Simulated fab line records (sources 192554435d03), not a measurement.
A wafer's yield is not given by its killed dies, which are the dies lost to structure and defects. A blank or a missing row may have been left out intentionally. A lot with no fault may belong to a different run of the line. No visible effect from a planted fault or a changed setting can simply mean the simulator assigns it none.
What tool caused it?	flow n5Finfet	8 lots, 24 wafers sampled, at 6 steps of a route of 1938

## WHAT THE GAUGES READ, wafer by wafer
N5_GATE_CUT_INSPECT_15: inspects for defects (brightfield). Usual: rawDefectCount at 138, with a standard deviation of 42.
lot	measured	on	rawDefectCount	flag
L220	day 4 15:32	defectInspect-01	105 107 113	
L222	day 5 03:20	defectInspect-02	170 194 176	
L229	day 7 00:40	defectInspect-02	132 249 235	
L230	day 7 08:50	defectInspect-01	84 78 91	
L235	day 8 15:31	defectInspect-02	116 90 99	
L237	day 9 00:15	defectInspect-01	96 202 124	
L236	day 9 02:14	defectInspect-01	221 119 175	
L238	day 9 07:48	defectInspect-02	165 122 108	

N5_BEOL_M4_RC_MEAS_101. Usual: DIBL_N 36.3 mV/V, standard deviation 1.6; DIBL_P 36.5 mV/V, standard deviation 1.6; IOFF_N 0.163 nA/um, standard deviation 0.026; IOFF_P 0.22 nA/um, standard deviation 0.033; ION_N 676 uA/um, standard deviation 9.9; ION_P 464 uA/um, standard deviation 6.5; SS_N 71.5 mV/dec, standard deviation 0.5; SS_P 73.3 mV/dec, standard deviation 0.64; VT_N 249.3 mV, standard deviation 2.9; VT_P -250 mV, standard deviation 3.2.
lot	measured	on	DIBL_N (mV/V)	DIBL_P (mV/V)	IOFF_N (nA/um)	IOFF_P (nA/um)	ION_N (uA/um)	ION_P (uA/um)	SS_N (mV/dec)	SS_P (mV/dec)	VT_N (mV)	VT_P (mV)	flag
L220	day 9 01:08	prober-01	37.5 38.1 38.2	36.8 38.0 38.0	0.167 0.175 0.187	0.23 0.25 0.26	666 671 680	457 462 468	71.6 71.3 72.5	74.2 73.7 74.3	248.8 248.0 248.9	-249 -244 -246	
L222	day 9 08:10	prober-01	34.8 33.5 34.9	36.6 34.8 36.3	0.169 0.140 0.165	0.20 0.17 0.20	691 672 692	466 467 471	71.5 71.0 70.9	73.7 72.9 74.6	249.6 250.4 247.7	-250 -251 -251	
L229	day 11 14:23	prober-02	35.7 36.0 35.3	36.2 36.5 35.6	0.166 0.165 0.152	0.22 0.22 0.21	674 677 667	464 463 458	71.5 70.5 71.2	73.8 73.2 73.4	249.9 250.0 250.9	-248 -248 -249	
L230	day 11 17:46	prober-01	35.7 33.8 35.4	35.7 33.9 36.0	0.159 0.133 0.158	0.22 0.20 0.23	679 664 672	465 467 460	71.2 70.5 71.8	73.0 72.6 73.0	248.4 249.7 250.1	-249 -249 -248	
L235	day 12 13:53	prober-01	36.2 35.1 35.8	36.7 35.2 36.3	0.152 0.132 0.154	0.19 0.17 0.18	667 659 683	455 454 461	71.4 71.5 71.4	73.9 73.3 73.4	250.6 254.4 250.6	-255 -253 -256	

## WHICH TOOL RAN EACH LOT (tool, then ch and the chambers of the sampled wafers, then the start)
lot	N5_GATE_CUT_ETCH_28	N5_GATE_CUT_CUT_ETCH_54	N5_GATE_CUT_CUT_ETCH_55	N5_GATE_CUT_CMP_61
L220	rieDiel-05 ch 2,3, day 4 15:37	rieMetal-03 ch 0, day 4 16:05	rieMetal-03 ch 0, day 4 16:13	cmp-02 ch 1,2, day 4 19:01
L222	rieDiel-02 ch 2,3, day 5 03:24	rieMetal-03 ch 0,1, day 5 03:49	rieMetal-03 ch 0,1, day 5 03:53	cmp-04 ch 0,2,3, day 5 06:34
L229	rieDiel-02 ch 2,3, day 7 00:44	rieMetal-01 ch 0,1, day 7 01:10	rieMetal-01 ch 0,1, day 7 01:14	cmp-02 ch 0,3, day 7 03:57
L230	rieDiel-05 ch 1,2, day 7 09:17	rieMetal-01 ch 0,1, day 7 09:42	rieMetal-01 ch 0,1, day 7 09:46	cmp-04 ch 1,2,3, day 7 12:32
L235	rieDiel-06 ch 1,2,3, day 8 15:35	rieMetal-03 ch 0,1, day 8 16:00	rieMetal-03 ch 0,1, day 8 16:04	cmp-01 ch 0,1,3, day 8 18:40
L237	rieDiel-06 ch 1,2,3, day 9 00:24	rieMetal-01 ch 0,1, day 9 00:49	rieMetal-01 ch 0,1, day 9 00:53	cmp-02 ch 0,1,2, day 9 03:32
L236	rieDiel-02 ch 2,3, day 9 02:19	rieMetal-01 ch 0,1, day 9 02:44	rieMetal-01 ch 0,1, day 9 02:47	cmp-02 ch 0,1, day 9 05:25
L238	rieDiel-05 ch 1,2,3, day 9 07:58	rieMetal-01 ch 0,1, day 9 08:24	rieMetal-01 ch 0,1, day 9 08:27	cmp-04 ch 0,1, day 9 11:05
- N5_GATE_CUT_ETCH_28: etches underlayer in N2/H2, target depth 13 nm, time 10.4 s.
- N5_GATE_CUT_CUT_ETCH_54: etches TiN in Cl2/BCl3, target depth 96.7 nm.
- N5_GATE_CUT_CUT_ETCH_55: etches HfO2 in BCl3, target depth 3.2 nm.
- N5_GATE_CUT_CMP_61: polishes, stops on SiNx, t overpolish 3 s.

## AS READ BY THE TOOLS THEMSELVES (means over the sampled wafers that have a number; for cases with no such wafer, the mark the record gives instead)
N5_GATE_CUT_ETCH_28. Usual: biasW 150.0 W, standard deviation 0.41; chamberPressureMTorr 29.999 mTorr, standard deviation 0.029; drypumpMotorCurrentA 5.7 A, standard deviation 0.34; etchRfOnTimeS 10.38 s, standard deviation 0.15; oesProductAu 0.67 a.u., standard deviation 0.066; rfVppV 524 V, standard deviation 3.1; showerheadPlenumPTorr 2.53 Torr, standard deviation 0.11; throttleValvePct 17.89 %, standard deviation 0.23.
lot	tool	biasW (W)	chamberPressureMTorr (mTorr)	drypumpMotorCurrentA (A)	etchRfOnTimeS (s)	oesProductAu (a.u.)	rfVppV (V)	showerheadPlenumPTorr (Torr)	throttleValvePct (%)	flag
L220	rieDiel-05	149.8	30.001	5.7	10.40	0.60	523	2.55	17.94	
L222	rieDiel-02	150.4	30.009	5.5	10.35	0.68	523	2.49	17.71	
L229	rieDiel-02	150.1	29.993	5.5	10.38	0.66	522	2.51	17.84	
L230	rieDiel-05	149.6	29.975	5.5	10.28	0.72	523	2.54	17.67	
L235	rieDiel-06	150.0	29.978	5.7	10.27	0.71	523	2.50	17.93	
L237	rieDiel-06	150.0	29.996	5.7	10.40	0.69	522	2.49	17.94	
L236	rieDiel-02	150.1	29.993	5.5	10.48	0.66	522	2.48	17.78	
L238	rieDiel-05	150.4	30.027	5.6	10.36	0.72	524	2.53	17.71	

N5_GATE_CUT_CUT_ETCH_54. Usual: bcl3FlowSccm 21.76 sccm, standard deviation 0.062; biasW 126.0 W, standard deviation 0.38; drypumpMotorCurrentA 5.8 A, standard deviation 0.34; etchRfOnTimeS 36.9 s, standard deviation 0.36; oesProductAu 0.72 a.u., standard deviation 0.11; throttleValvePct 22.27 %, standard deviation 0.15.
lot	tool	bcl3FlowSccm (sccm)	biasW (W)	drypumpMotorCurrentA (A)	etchRfOnTimeS (s)	oesProductAu (a.u.)	throttleValvePct (%)	flag
L220	rieMetal-03	21.76	126.1	5.5	36.9	0.70	22.41	
L222	rieMetal-03	21.79	126.2	5.5	37.5	0.74	22.33	
L229	rieMetal-01	21.68	126.3	6.2	37.4	0.67	22.15	
L230	rieMetal-01	21.75	126.0	6.2	37.0	0.67	22.16	
L235	rieMetal-03	21.78	125.8	5.6	37.2	0.76	22.25	
L237	rieMetal-01	-	-	-	-	-	-	OFF
L236	rieMetal-01	-	-	-	-	-	-	OFF
L238	rieMetal-01	-	-	-	-	-	-	OFF

N5_GATE_CUT_CUT_ETCH_55. Usual: bcl3FlowSccm 80.01 sccm, standard deviation 0.21; biasW 18.00 W, standard deviation 0.05; drypumpMotorCurrentA 5.8 A, standard deviation 0.34; oesProductAu 0.80 a.u., standard deviation 0.12; throttleValvePct 33.02 %, standard deviation 0.26.
lot	tool	bcl3FlowSccm (sccm)	biasW (W)	drypumpMotorCurrentA (A)	oesProductAu (a.u.)	throttleValvePct (%)	flag
L220	rieMetal-03	80.02	17.99	5.5	0.78	33.31	
L222	rieMetal-03	79.90	17.95	5.5	0.83	33.08	
L229	rieMetal-01	79.91	17.97	6.2	0.75	32.87	
L230	rieMetal-01	79.91	17.97	6.2	0.74	32.88	
L235	rieMetal-03	79.93	18.04	5.6	0.84	32.88	
L237	rieMetal-01	80.10	17.98	6.2	0.28	32.87	OFF
L236	rieMetal-01	80.12	17.99	6.2	0.27	32.88	OFF
L238	rieMetal-01	79.73	17.98	6.1	0.31	32.95	OFF

N5_GATE_CUT_CMP_61. Usual: headPressurePsi 3.999 psi, standard deviation 0.0088; motorCurrentA 11.7 A, standard deviation 1.
lot	tool	headPressurePsi (psi)	motorCurrentA (A)	flag
L220	cmp-02	3.995	10.9	
L222	cmp-04	3.993	11.9	
L229	cmp-02	3.998	11.0	
L230	cmp-04	4.004	12.3	
L235	cmp-01	4.003	12.2	
L237	cmp-02	3.998	11.4	
L236	cmp-02	3.995	11.3	
L238	cmp-04	4.000	11.4	

## THE ANSWER, worked out from the rows above alone
Rule: a lot is off if the mean of its wafers that have a number lies more than 3 standard deviations from the usual mean. Also off: a lot with no number at a reading for which 4 or more lots have one. The other lots that the step has rows for count as sound. Order of review: gauges by route order, followed by the tools' own readings, for which a lot's mean as printed above is used. At the first step where some lot is off, the reading lying furthest off is the one used; lots without a number count as furthest.
Off, at N5_GATE_CUT_CUT_ETCH_54 on bcl3FlowSccm: L237, L236, L238. Without a number there: L237, L236, L238.
A tool fits if, at that step or a process step before it, it ran every lot that is off, and no sound lot after the first of them. One fits: rieMetal-01 at N5_GATE_CUT_CUT_ETCH_54. A fault onset in the window from L230 (day 7 09:42, its last sound lot) to L237 (day 9 00:49, its first lot off) fits.
Blank at N5_GATE_CUT_CUT_ETCH_54 on the lots that are off, where sound lots have numbers: bcl3FlowSccm, biasW, drypumpMotorCurrentA, etchRfOnTimeS, oesProductAu, throttleValvePct.

## WHAT THE SIMULATOR HAD PUT IN
At N5_GATE_CUT_CUT_ETCH_54, the step was skipped entirely on rieMetal-01 from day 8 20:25 on. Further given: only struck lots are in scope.
Lots struck among those shown: L237, L236, L238. The rule above reached the same finding.
